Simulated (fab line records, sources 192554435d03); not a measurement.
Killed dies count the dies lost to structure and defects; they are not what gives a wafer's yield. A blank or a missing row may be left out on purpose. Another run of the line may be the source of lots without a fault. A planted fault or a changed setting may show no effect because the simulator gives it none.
8D (eight disciplines) problem report, filled in by code :: flow n5 finfet :: the parts of the form that need people (team, actions taken, sign-off) are left out

== 1. PROBLEM STATEMENT ==
spin speed rpm at N5_BEOL_M15_COAT_04 reads a mean of 1441.0 rpm on 6 wafers of 2 lots; wafers without a fault read 1704.1 rpm with a standard deviation of 1.2. That is -99 or more standard deviations from the usual mean.
The step: resist thk 800 nm.
The first sign was on wafer L527.1 at day 14 02:49, on litho track-02. Wafers with a number at this step in the record: 12, from 4 lots. By rule, "out" or "out of limits" means more than 4 standard deviations away from the usual mean. The other wafers with a number count as sound.

== 2. WHAT IT IS, AND WHAT IT ISN'T ==
question: which readings at this step
is: spin speed rpm
is not: -

question: which lots
is: L527, L531
is not: L519, L537

question: which wafers of those lots
is: all that have a number
is not: -

question: read on which tools
is: litho track-02
is not: litho track-04

question: when
is: from day 14 02:49
is not: up to then (3 sound wafers); but 3 sound wafers of L537 came after

== 3. THE SUSPECTS, EACH WITH WHAT RULES IT OUT ==
Counting: a tool at a process step up to the reading stays a suspect if it ran every lot that is out and no sound lot after the first of them.
- litho track-02 at N5_BEOL_M15_COAT_04 (resist thk 800 nm): kept. It ran every lot that is out, first L527 (day 14 02:49), and no sound lot after that; its last sound lot up to then is L519 (day 12 01:16). Out on those wafers are its own readings of spin speed rpm.
The count leaves litho track-02 at N5_BEOL_M15_COAT_04.

== 4. THE CAUSE (what the simulator had put in) ==
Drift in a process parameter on litho track-02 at N5_BEOL_M15_COAT_04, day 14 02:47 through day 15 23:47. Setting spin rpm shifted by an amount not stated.
Counting left only this tool.

== 5. THE EFFECT CHAIN, in route order ==
Each row: a reading whose mean over the struck wafers that have a number lies more than 3 standard deviations from the usual. Readings are gone through only where the record gives a usual standard deviation; hours: the median, over the lots, of the time from a lot's start at the first step in this table giving one to that lot's start at this step; sigmas: the change measured in usual standard deviations.
hours: 0
step: N5_BEOL_M15_COAT_04
reading: spin speed rpm
usual: 1704.1 rpm
on struck wafers: 1441.0
change: -263.1
sigmas: -99 or more
Its process steps:
- N5_BEOL_M15_COAT_04: resist thk 800 nm.

== 6. HOW IT WOULD HAVE BEEN CAUGHT EARLIER ==
In this record the first reading out of limits was taken at day 14 02:49, 0 hours after the fault began at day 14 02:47.
